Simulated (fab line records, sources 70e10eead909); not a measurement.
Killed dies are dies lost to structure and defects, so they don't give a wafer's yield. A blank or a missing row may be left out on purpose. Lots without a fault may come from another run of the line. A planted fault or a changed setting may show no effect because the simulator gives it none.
Which tool did it? | flow nand_harc | 6 lots, 14 wafers sampled, at 2 steps of a route of 1302

WHAT THE GAUGES READ, wafer by wafer
NHARC_A_SIN_REMOVE_INSPECT_04.
lot  | measured     | on                | raw_defect_count
L273 | day 20 19:28 | defect_inspect-01 | 359 386 509
L279 | day 22 20:56 | defect_inspect-01 | 998 1002
L277 | day 22 23:56 | defect_inspect-02 | 901 912
L288 | day 26 13:20 | defect_inspect-01 | 308 382 319
L292 | day 28 19:29 | defect_inspect-01 | 340 450 543
L295 | day 29 12:08 | defect_inspect-01 | 383 483 380

WHICH TOOL RAN EACH LOT (tool, then ch and the chambers of the sampled wafers, then the start)
lot  | NHARC_A_SLIT_ETCH_17
L273 | har_etch-02 ch 0,1, day 20 08:14
L279 | har_etch-02 ch 0, day 22 11:37
L277 | har_etch-02 ch 0, day 22 15:28
L288 | har_etch-02 ch 0,1, day 26 02:19
L292 | har_etch-01 ch 0,1, day 28 07:21
L295 | har_etch-01 ch 0,1, day 29 00:32
- NHARC_A_SLIT_ETCH_17: etches the open film in C4F8/O2/Ar, time 4254.5 s, target depth 20300 nm.

THE ANSWER, worked out from the rows above alone
Rule: what is usual is taken from the lots themselves. Put in order of their means at a reading, lots are off if they are a third of the lots or fewer, leave a main group of 4 or more, and stand apart from it by a gap of 3 or more times the standard deviation of the main group's means; of several such gaps the widest counts. A main group whose means are all the same, to the digits that the tables above print for the reading, isn't used. A lot without any number at a reading at which 4 lots or more have one is off too. The other lots that the step has rows for count as sound.
Off: L279, L277, at NHARC_A_SIN_REMOVE_INSPECT_04 (raw_defect_count). The main group: mean 404, standard deviation 40.
A tool fits if, at a process step before that reading, it ran every lot that is off, and no sound lot after the first of them. The gauges at NHARC_A_SIN_REMOVE_INSPECT_04 are tried like those tools. None of those tried fits.

WHAT THE SIMULATOR HAD PUT IN
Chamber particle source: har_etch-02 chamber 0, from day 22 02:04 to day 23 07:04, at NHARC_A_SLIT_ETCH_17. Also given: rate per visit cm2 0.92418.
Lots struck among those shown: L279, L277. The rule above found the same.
